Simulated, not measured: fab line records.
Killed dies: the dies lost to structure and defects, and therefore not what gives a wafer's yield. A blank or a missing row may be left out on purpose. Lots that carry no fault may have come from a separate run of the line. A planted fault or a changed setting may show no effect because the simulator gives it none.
Struck lot and sound lot, side by side	flow n5-finfet	16 steps out of a route of 1938
Sound: the wafers L301.3, L301.5, L301.6. Struck: wafer L314.3 (left out: L314.1, L314.2 of the same lot, which were not struck); the cause appears at the end.
Each step with rows lists, per side, the tool, then ch with its chambers, then its first start. Under that, the readings that differ: sound wafers	struck wafers	difference of the means	sigmas: that difference in standard deviations of wafers without a fault.
alike: words and numbers the same on both sides, and readings whose means are apart by under 2 such deviations; not compared: readings that were withheld, readings missing a value for some wafer, numbers with overlapping values and no deviation given by the record, and bounds like >300 which may hide the same value.
The two part at a step that has a row with sigmas, a row that says differs or no value, or rows on one side only. Numbers that don't overlap but have no deviation are shown without sigmas and don't part them. A reading missing from all wafers of one side parts the sides only when that side holds two or more wafers.

N5_BEOL_M1_CMP_52: polishes, stops on SiOC, t overpolish 6.8 s, target thk 40 nm.
  sound on cmp-01 ch 0,1,2, day 6 04:55; struck on cmp-03 ch 0, day 9 19:20
  alike: barrier-field-endpoint-s, edge-zone-pressure-frac, motor-current-A, overpolish-run-s, time-to-endpoint-s
N5_BEOL_M1_THK_MEAS_53: measures by xrf.
  sound on film-metro-01 at day 6 05:08; struck on film-metro-02 at day 9 19:37
  alike: M1_THK
N5_BEOL_M1_PRE_CLEAN_60: time 15 s.
  sound on cvd-co-01 ch 0,2, day 6 05:11; struck on cvd-co-01 ch 0, day 9 19:40
  alike: heater-power-w
N5_BEOL_M1_CO_CAP_55: material Co, precursor CCTBA/H2, target thk 2 nm, time 102.1 s.
  sound on cvd-co-01 ch 0,2, day 6 05:16; struck on cvd-co-01 ch 0, day 9 19:42
  alike: heater-power-w
then, 2 steps without rows for these wafers: N5_BEOL_M1_PRE_CLEAN_56 (time 15 s); N5_BEOL_M1_DEP_57 (deposits SiCN from 3MS/NH3, target thk 8 nm, time 14 s).
N5_BEOL_M1_RS_MEAS_58: a four-point-probe measurement.
  sound on film-metro-02 at day 6 05:26; struck on film-metro-01 at day 9 19:53
  alike: M1_RS
N5_BEOL_M1_INSPECT_59: inspects for defects (darkfield).
  sound on defect-inspect-02 at day 6 05:28; struck on defect-inspect-01 at day 9 19:55
  alike: raw-defect-count
N5_BEOL_M2_ILD_DEP_00: deposits SiOC from DEMS/O2, target thk 79 nm, time 15.3 s.
  sound on pecvd-01 ch 0,2, day 6 05:30; struck on pecvd-01 ch 2, day 9 19:56
  alike: heater-power-w, showerhead-plenum-p-Torr, showerhead-vpp-V, throttle-valve-pct
N5_BEOL_M2_THK_MEAS_01:
  sound on film-metro-02 at day 6 05:34; struck on film-metro-02 at day 9 20:01
  alike: M2_ILD_THK
N5_BEOL_M2_PECVD_72: deposits SiO2 from TEOS/O2, target thk 16 nm, time 18 s.
  sound on pecvd-01 ch 1,2, day 6 05:37; struck on pecvd-03 ch 2, day 9 20:03
  alike: heater-power-w, showerhead-plenum-p-Torr, showerhead-vpp-V, throttle-valve-pct
then, 1 step without rows for these wafers: N5_BEOL_M2_HM_DEP_02 (deposits TiN, target thk 20 nm).
N5_BEOL_M2_COAT_61: time 60 s, resist thk 60 nm.
  sound on litho-track-01 ch 0, day 6 06:22; struck on litho-track-05 ch 0, day 10 00:04
reading	sound	struck	difference	sigmas
heater-power-total-W (W)	498.6 502.3 501.0	544.8	+44.2	+25
run-length-s (s)	66.02 66.11 65.97	58.10	-7.93	-34
  alike: spin-speed-rpm
then, 1 step without rows for these wafers: N5_BEOL_M2_COAT_62 (time 60 s, resist thk 12 nm).
N5_BEOL_M4_RC_MEAS_101:
  sound on prober-02 ch 0, day 7 23:16; struck on prober-01 ch 0, day 11 04:43
  alike: DIBL_N, DIBL_P, IOFF_N, IOFF_P, ION_N, ION_P, SS_N, SS_P, VT_N, VT_P
-- the record jumps here: 4 days lie between the struck wafers' starts before and after (it left off in module BEOL_M4 and takes up again in module PASSIVATION, whose first step shown is number 1936 of the route) --
N5_PASSIVATION_PROBE_49:
  sound on prober-02 at day 12 08:25; struck on prober-01 at day 15 13:58
reading	sound	struck	difference	sigmas
killed_at_M0_to_M3	43 60 53	23	-29	-3
killed_at_M4_up	7 7 8	24	+17	+3
  alike: defect-limited-yield, killed-at-contacts, killed-at-front-end, killed-at-other, killed-dies, killed-open, killed-short, sort_bin_5_function, sort_bin_6_memory, sort_bin_8_speed, sort-n-pass, sort-yield-pct

WHERE THEY PART
At N5_BEOL_M2_COAT_61 first; at N5_PASSIVATION_PROBE_49 last (within this record only).

WHY: whatever the simulator had introduced
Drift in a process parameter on litho-track-05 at N5_BEOL_M2_COAT_61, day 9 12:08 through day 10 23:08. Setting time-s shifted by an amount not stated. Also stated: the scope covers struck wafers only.
